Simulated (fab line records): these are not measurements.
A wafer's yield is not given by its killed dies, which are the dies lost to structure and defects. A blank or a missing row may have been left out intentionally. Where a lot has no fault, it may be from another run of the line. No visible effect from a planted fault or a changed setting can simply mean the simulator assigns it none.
fab line records    flow nand-harc    part 2 of 2: steps 23 to 35 of 35
record lots=5  wafers=15  last-day=33
route steps=1302 shown P_M1@289 P_M2@318
lots untouched by any fault: they come from a run of this same line in which no faults occurred
start-h: the number of hours between the record's first day and the start of the first shown wafer of the lot    wait-h: hours elapsed since this lot's preceding step    " the same as in the row above    L1.1+2: a single row standing in for several wafers    - value missing, or start not given    * or withheld: withheld    < > ~ a bound
route shown NAME@n: a module of which the file shows steps, and the number in the route of the first    usual: the fault-free wafers' mean and standard deviation    same: alike in all rows    chamber/n: place in a boat    sites: the reading at each site    _std_site: how widely they spread, as a standard deviation    _edge_site: outer sites' mean less inner sites'    radius-mm: how far each site lies from the wafer's centre    mask NAME#n: copy n    behind: the tool/chamber that last shaped the wafer    hold: the reason the lot was held/the length of the hold in hours/how it ended    device: whichever transistor did not switch (one of n, p or np)    end of line: the route-end tests of the same wafers    step lacking rows: just its recipe    killed: dies lost to structure and defects at the first sort, not the wafer's yield    map: a wafer's dies, x killed, . not, _ none there
set.NAME: the setting as run; set.NAME@STEP: as run at that earlier step    model.NAME: the simulator's own value behind a step, which no gauge read
certain route steps with their lots: each step a table, each wafer a row
services: from which hour (start-h, from the record's first day; less than 0 if before it) a tool's chamber was out of use, for how many hours, and why
## steps
# step NHARC_P_M1_CMP_23
# recipe t-overpolish-s=20  target-thk-nm=157.82
# usual motor-current-A=11.8/0.84  slurry-filter-dp-kPa=13.52/0.14  time-to-endpoint-s=29.3/2.2
lot.wafer  tool    chamber  start-h  wait-h  motor-current-A  slurry-filter-dp-kPa  time-to-endpoint-s
L074.4     cmp-01  1        125.27   -       10.9             13.85                 27.5
L074.3     "       3        "        "       12.8             13.50                 23.9
L074.6     "       0        "        "       11.3             13.49                 25.0
L085.4     cmp-02  1        243.10   -       13.4             13.44                 32.4
L085.3     "       2        "        "       11.1             13.64                 29.5
L085.5     "       2        "        "       10.7             13.68                 30.4
L093.4     cmp-01  2        316.98   -       13.1             13.57                 24.4
L093.6     "       1        "        "       10.9             13.75                 29.8
L093.5     "       2        "        "       12.3             13.51                 26.2
L094.1     cmp-01  2        324.54   -       12.6             13.59                 30.1
L094.3     "       3        "        "       12.8             13.78                 29.2
L094.6     "       2        "        "       12.7             13.55                 27.7
L096.4     cmp-03  1        354.59   -       13.3             13.54                 25.9
L096.2     "       2        "        "       10.7             13.70                 30.2
L096.5     "       0        "        "       12.1             13.23                 27.0
# step NHARC_P_M1_THK_MEAS_24
# recipe thk-meas-gauge=xrf
# usual thk-nm=157.9/1.5
lot.wafer  tool           chamber  start-h  wait-h  thk-nm
L074.3     film-metro-01  -        125.55   -       157.3
L074.4     "              -        "        "       161.3
L074.6     "              -        "        "       157.2
L085.3     film-metro-02  -        243.41   -       156.3
L085.4     "              -        "        "       159.1
L085.5     "              -        "        "       157.7
L093.4     film-metro-02  -        317.27   -       155.4
L093.5     "              -        "        "       157.6
L093.6     "              -        "        "       156.8
L094.1     film-metro-01  -        324.83   -       157.0
L094.3     "              -        "        "       157.9
L094.6     "              -        "        "       156.7
L096.2     film-metro-02  -        354.85   -       159.1
L096.4     "              -        "        "       158.4
L096.5     "              -        "        "       156.0
# step NHARC_P_M1_SRD_25
lot.wafer   tool          chamber  start-h  wait-h
L074.3+6+4  wet-bench-10  1,2,3    125.59   0.0
L085.5+3+4  wet-bench-08  7,0,4    243.45   0.0
L093.5+6+4  wet-bench-08  3,5,6    317.32   0.0
L094.1+6+3  wet-bench-08  5,6,7    324.88   0.1
L096.2+4+5  wet-bench-08  6,0,2    354.90   0.0
# step NHARC_P_M1_INSPECT_27
# usual raw-defect-count=290/93
lot.wafer  tool               chamber  start-h  wait-h  raw-defect-count
L074.3     defect-inspect-01  -        125.71   0.0     281
L074.4     "                  -        "        "       402
L074.6     "                  -        "        "       199
L085.3     defect-inspect-02  -        243.57   0.0     307
L085.4     "                  -        "        "       244
L085.5     "                  -        "        "       235
L093.4     defect-inspect-01  -        317.43   0.0     286
L093.5     "                  -        "        "       295
L093.6     "                  -        "        "       309
L094.1     defect-inspect-02  -        324.98   0.0     459
L094.3     "                  -        "        "       476
L094.6     "                  -        "        "       234
L096.2     defect-inspect-02  -        355.01   0.0     197
L096.4     "                  -        "        "       142
L096.5     "                  -        "        "       217
# step NHARC_P_M1_PRE_CLEAN_32
# recipe time-s=12  temp-c=370  rf-power-w=300  gas=NH3
# usual heater-power-w=674/69
lot.wafer  tool      chamber  start-h  wait-h  heater-power-w
L074.3     pecvd-04  1        125.78   0.1     686
L074.4     "         1        "        "       664
L074.6     "         0        "        "       733
L085.3     pecvd-02  1        243.64   0.1     774
L085.5     "         1        "        "       788
L085.4     "         2        "        "       623
L093.5     pecvd-04  2        317.53   0.1     679
L093.4     "         0        "        "       677
L093.6     "         1        "        "       661
L094.3     pecvd-02  2        325.06   0.1     621
L094.1     "         0        "        "       643
L094.6     "         2        "        "       602
L096.2     pecvd-04  0        355.09   0.1     755
L096.4     "         0        "        "       738
L096.5     "         1        "        "       664
# step NHARC_P_M1_DEP_33
# recipe target-thk-a=300  temp-c=370  target-thk-nm=30  pressure-torr=3  flow-sccm=200  rf-w=450  material=SiCN
# usual heater-power-w=619/71
lot.wafer  tool      chamber  start-h  wait-h  heater-power-w
L074.3     pecvd-04  1        125.86   0.1     617
L074.4     "         1        "        "       599
L074.6     "         0        "        "       690
L085.3     pecvd-02  1        243.72   0.1     809
L085.5     "         1        "        "       781
L085.4     "         2        "        "       457
L093.5     pecvd-04  2        317.70   0.2     642
L093.4     "         0        "        "       705
L093.6     "         1        "        "       519
L094.3     pecvd-02  2        325.17   0.1     533
L094.1     "         0        "        "       585
L094.6     "         2        "        "       534
L096.2     pecvd-04  0        355.20   0.1     707
L096.4     "         0        "        "       719
L096.5     "         1        "        "       508
# step NHARC_P_M2_DEP_00
# recipe target-thk-a=1825  target-thk-nm=182.5  temp-c=withheld  pressure-torr=5  flow-sccm=200  rf-w=600  material=SiOC
lot.wafer   tool      chamber  start-h  wait-h
L074.3+6+4  pecvd-02  1,1,2    126.32   -
L085.3+4+5  pecvd-03  2,2,1    244.13   -
L093.5+4+6  pecvd-02  1,2,0    318.18   -
L094.1+3+6  pecvd-04  0,1,1    325.59   -
L096.2+4+5  pecvd-02  0,1,2    355.58   -
# step NHARC_P_M2_DEHYDRATE_01
# recipe temp-c=150  time-s=120
# usual exhaust-pa=45.0/0.95
lot.wafer  tool            chamber  start-h  wait-h  exhaust-pa
L074.3     litho-track-04  0        126.68   -       44.8
L074.4     "               0        "        "       43.6
L074.6     "               0        "        "       43.0
L085.3     litho-track-06  0        244.53   -       44.9
L085.4     "               0        "        "       43.5
L085.5     "               0        "        "       45.7
L093.4     litho-track-01  0        318.44   -       46.3
L093.5     "               0        "        "       46.3
L093.6     "               0        "        "       44.1
L094.1     litho-track-06  0        325.94   -       45.6
L094.3     "               0        "        "       43.1
L094.6     "               0        "        "       44.7
L096.2     litho-track-01  0        355.98   -       44.5
L096.4     "               0        "        "       47.1
L096.5     "               0        "        "       46.4
# step NHARC_P_M2_HMDS_02
# recipe time-s=30
# usual exhaust-pa=44.8/0.92
lot.wafer  tool            chamber  start-h  wait-h  exhaust-pa
L074.3     litho-track-04  0        -        -       46.0
L074.4     "               0        "        "       45.0
L074.6     "               0        "        "       44.4
L085.3     litho-track-06  0        -        -       46.6
L085.4     "               0        "        "       45.6
L085.5     "               0        "        "       46.5
L093.4     litho-track-01  0        -        -       44.8
L093.5     "               0        "        "       43.6
L093.6     "               0        "        "       45.4
L094.1     litho-track-06  0        -        -       44.8
L094.3     "               0        "        "       45.1
L094.6     "               0        "        "       46.7
L096.2     litho-track-01  0        -        -       45.4
L096.4     "               0        "        "       44.5
L096.5     "               0        "        "       45.2
# step NHARC_P_M2_COAT_34
# recipe temp-c=200  time-s=65
# usual exhaust-pa=44.9/0.83
lot.wafer  tool            chamber  start-h  wait-h  exhaust-pa
L074.3     litho-track-04  0        -        -       44.2
L074.4     "               0        "        "       45.8
L074.6     "               0        "        "       44.9
L085.3     litho-track-06  0        -        -       45.7
L085.4     "               0        "        "       45.1
L085.5     "               0        "        "       44.6
L093.4     litho-track-01  0        -        -       46.4
L093.5     "               0        "        "       46.0
L093.6     "               0        "        "       45.2
L094.1     litho-track-06  0        -        -       46.2
L094.3     "               0        "        "       46.3
L094.6     "               0        "        "       46.6
L096.2     litho-track-01  0        -        -       45.1
L096.4     "               0        "        "       45.0
L096.5     "               0        "        "       45.3
# step NHARC_P_M2_COAT_03
# recipe spin-rpm=1500  resist-thk-nm=90
# usual dispense-pressure-kPa=48.1/2  exhaust-pa=45.0/0.86
lot.wafer  tool            chamber  start-h  wait-h  dispense-pressure-kPa  exhaust-pa
L074.3     litho-track-04  0        -        -       45.5                   42.5
L074.4     "               0        "        "       45.5                   44.9
L074.6     "               0        "        "       45.4                   45.2
L085.3     litho-track-06  0        -        -       50.2                   43.1
L085.4     "               0        "        "       50.2                   44.6
L085.5     "               0        "        "       50.2                   43.3
L093.4     litho-track-01  0        -        -       47.5                   45.6
L093.5     "               0        "        "       47.5                   45.6
L093.6     "               0        "        "       47.5                   45.1
L094.1     litho-track-06  0        -        -       50.2                   44.5
L094.3     "               0        "        "       50.2                   45.0
L094.6     "               0        "        "       50.2                   45.0
L096.2     litho-track-01  0        -        -       47.5                   44.1
L096.4     "               0        "        "       47.5                   43.9
L096.5     "               0        "        "       47.6                   44.5
# step NHARC_P_M2_SOFTBAKE_04
# recipe temp-c=105  time-s=55
# usual exhaust-pa=45.0/0.82
lot.wafer  tool            chamber  start-h  wait-h  exhaust-pa
L074.3     litho-track-04  0        -        -       44.9
L074.4     "               0        "        "       44.5
L074.6     "               0        "        "       45.7
L085.3     litho-track-06  0        -        -       44.1
L085.4     "               0        "        "       44.2
L085.5     "               0        "        "       45.7
L093.4     litho-track-01  0        -        -       47.9
L093.5     "               0        "        "       45.5
L093.6     "               0        "        "       44.9
L094.1     litho-track-06  0        -        -       43.9
L094.3     "               0        "        "       43.8
L094.6     "               0        "        "       45.2
L096.2     litho-track-01  0        -        -       44.7
L096.4     "               0        "        "       46.0
L096.5     "               0        "        "       45.0
# step NHARC_P_M2_EBR_05
# usual exhaust-pa=45.0/1
lot.wafer  tool            chamber  start-h  wait-h  exhaust-pa
L074.3     litho-track-04  0        -        -       44.0
L074.4     "               0        "        "       44.4
L074.6     "               0        "        "       44.8
L085.3     litho-track-06  0        -        -       44.5
L085.4     "               0        "        "       44.1
L085.5     "               0        "        "       45.3
L093.4     litho-track-01  0        -        -       44.2
L093.5     "               0        "        "       44.4
L093.6     "               0        "        "       44.9
L094.1     litho-track-06  0        -        -       44.3
L094.3     "               0        "        "       44.9
L094.6     "               0        "        "       44.8
L096.2     litho-track-01  0        -        -       44.3
L096.4     "               0        "        "       45.8
L096.5     "               0        "        "       46.6
## services
tool            chamber  start-h  hours  kind
rie-diel-05     1        107.19   12.4   repair
wet-bench-08    -        118.40   8.0    pm
pecvd-04        2        126.83   2.4    repair
wet-bench-08    -        130.00   2.2    repair
rie-diel-05     0        130.62   3.1    repair
pecvd-04        1        133.09   7.7    repair
rie-diel-09     -        143.10   9.0    pm
litho-track-01  -        155.00   7.0    pm
rie-diel-09     -        158.59   0.2    repair
litho-track-06  -        179.00   7.0    pm
litho-track-04  -        203.00   7.0    pm
rie-diel-09     2        224.57   11.0   repair
pvd-sputter-01  -        226.00   10.0   pm
pecvd-02        -        227.24   13.0   pm
rie-diel-05     -        229.60   9.0    pm
rie-diel-09     1        254.00   2.1    repair
rie-diel-09     2        254.46   2.9    repair
pecvd-04        1        261.40   6.8    repair
wet-bench-08    -        294.40   8.0    pm
rie-diel-09     0        297.54   1.7    repair
rie-diel-05     2        318.10   5.7    repair
rie-diel-09     -        320.10   9.0    pm
litho-track-01  -        330.00   7.0    pm
litho-track-06  -        354.00   7.0    pm
